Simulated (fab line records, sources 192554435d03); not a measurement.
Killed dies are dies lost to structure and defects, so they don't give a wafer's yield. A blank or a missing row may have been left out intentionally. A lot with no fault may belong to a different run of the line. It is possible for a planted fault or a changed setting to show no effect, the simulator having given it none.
Lot-split experiment :: flow n5 finfet :: 7 lots, 21 wafers read, on a route of 1938 steps

## ABOUT THE SPLIT
At N5_MOL_CONTACT_COAG_CONTACT_ETCH_14 (etches SiO2 in C4F6/O2, target depth 27.5 nm, overetch 8.5 nm, time 20 s), the setting source w was moved away from the recipe's 370 W on 5 of the 21 wafers read, by -17.2% to +6.4%. The other wafers ran this setting at the recipe's value.

Reading taken at the split's own step.

## THE READING
rf vpp V, in V, at N5_MOL_CONTACT_COAG_CONTACT_ETCH_14 (etches SiO2 in C4F6/O2, target depth 27.5 nm, overetch 8.5 nm, time 20 s). Fault-free wafers of this fab line usually give 693.1 V, standard deviation 2.8 V.

wafer: L074.1
tool, chamber at the split: rie diel-05, 2
source w as run, W: 370
against the recipe: recipe
rf vpp V, V: 691.8
against lot-mates on the recipe: -

wafer: L074.2
tool, chamber at the split: rie diel-05, 3
source w as run, W: 370
against the recipe: recipe
rf vpp V, V: 695.6
against lot-mates on the recipe: -

wafer: L074.3
tool, chamber at the split: rie diel-05, 1
source w as run, W: 370
against the recipe: recipe
rf vpp V, V: 695.1
against lot-mates on the recipe: -

wafer: L076.1
tool, chamber at the split: rie diel-05, 0
source w as run, W: 370
against the recipe: recipe
rf vpp V, V: 696.0
against lot-mates on the recipe: -

wafer: L076.2
tool, chamber at the split: rie diel-05, 1
source w as run, W: 370
against the recipe: recipe
rf vpp V, V: 696.8
against lot-mates on the recipe: -

wafer: L076.4
tool, chamber at the split: rie diel-05, 2
source w as run, W: 370
against the recipe: recipe
rf vpp V, V: 691.2
against lot-mates on the recipe: -

wafer: L078.2
tool, chamber at the split: rie diel-03, 1
source w as run, W: 370
against the recipe: recipe
rf vpp V, V: 694.3
against lot-mates on the recipe: -

wafer: L078.3
tool, chamber at the split: rie diel-03, 0
source w as run, W: 370
against the recipe: recipe
rf vpp V, V: 692.0
against lot-mates on the recipe: -

wafer: L078.6
tool, chamber at the split: rie diel-03, 1
source w as run, W: 370
against the recipe: recipe
rf vpp V, V: 692.6
against lot-mates on the recipe: -

wafer: L082.1
tool, chamber at the split: rie diel-02, 1
source w as run, W: 393.8
against the recipe: +6.4%
rf vpp V, V: 688.0
against lot-mates on the recipe: -3.8

wafer: L082.3
tool, chamber at the split: rie diel-02, 2
source w as run, W: 393.8
against the recipe: +6.4%
rf vpp V, V: 684.9
against lot-mates on the recipe: -6.9

wafer: L082.4
tool, chamber at the split: rie diel-02, 3
source w as run, W: 370
against the recipe: recipe
rf vpp V, V: 691.8
against lot-mates on the recipe: -

wafer: L084.2
tool, chamber at the split: rie diel-05, 3
source w as run, W: 321.3
against the recipe: -13.2%
rf vpp V, V: 723.1
against lot-mates on the recipe: +28.0

wafer: L084.3
tool, chamber at the split: rie diel-05, 1
source w as run, W: 370
against the recipe: recipe
rf vpp V, V: 695.4
against lot-mates on the recipe: -

wafer: L084.5
tool, chamber at the split: rie diel-05, 1
source w as run, W: 370
against the recipe: recipe
rf vpp V, V: 694.9
against lot-mates on the recipe: -

wafer: L087.3
tool, chamber at the split: rie diel-03, 2
source w as run, W: 370
against the recipe: recipe
rf vpp V, V: 690.9
against lot-mates on the recipe: -

wafer: L087.4
tool, chamber at the split: rie diel-03, 1
source w as run, W: 306.4
against the recipe: -17.2%
rf vpp V, V: 732.0
against lot-mates on the recipe: +40.7

wafer: L087.5
tool, chamber at the split: rie diel-03, 1
source w as run, W: 370
against the recipe: recipe
rf vpp V, V: 691.7
against lot-mates on the recipe: -

wafer: L095.2
tool, chamber at the split: rie diel-05, 3
source w as run, W: 388.4
against the recipe: +5.0%
rf vpp V, V: 682.0
against lot-mates on the recipe: -11.2

wafer: L095.4
tool, chamber at the split: rie diel-05, 2
source w as run, W: 370
against the recipe: recipe
rf vpp V, V: 691.7
against lot-mates on the recipe: -

wafer: L095.5
tool, chamber at the split: rie diel-05, 0
source w as run, W: 370
against the recipe: recipe
rf vpp V, V: 694.6
against lot-mates on the recipe: -

THE FIT
A straight line over all 21 wafers: rf vpp V changes by -2.06 V for each +1% of source w; r = -0.97; the points scatter about the line by 2.8 V.
The same after taking each lot's own level away (the mean of its wafers on the recipe; 21 wafers): -2.05 V for each +1%; r = -0.97; scatter 3 V.
According to that fit, moving source w by its largest amount changes the reading by 35 V.
The span of the lots' own levels, 691.30 to 695.15 V, comes to 1.4 times the standard deviation stated above.
Consequently the slope shifts little with the lot-to-lot level, the two slopes agreeing.
Check: for one of the wafers moved furthest among these (-17.2%), held out of the fit, the line's prediction against its lot-mates is +31.1 V. It came out at +40.7 V against them.
Tool readings at the split's step, against how far the setting was moved: rf vpp V r = -0.97.

## OTHER SPLITS ON THESE WAFERS
Note: prior to the reading, these wafers also went through further splits. Each is held against what the fit with the lots' levels taken away leaves over:
other split on the same wafers: N5_MOL_CONTACT_COAG_EXPOSE_05 dose mj
wafers away from the commonest value: 11
r with rf vpp V (lot level and that fit taken away): -0.08

## THE FILE'S OWN FIT
rf vpp V changes by -2.16 V for each +1% of source w, r = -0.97.
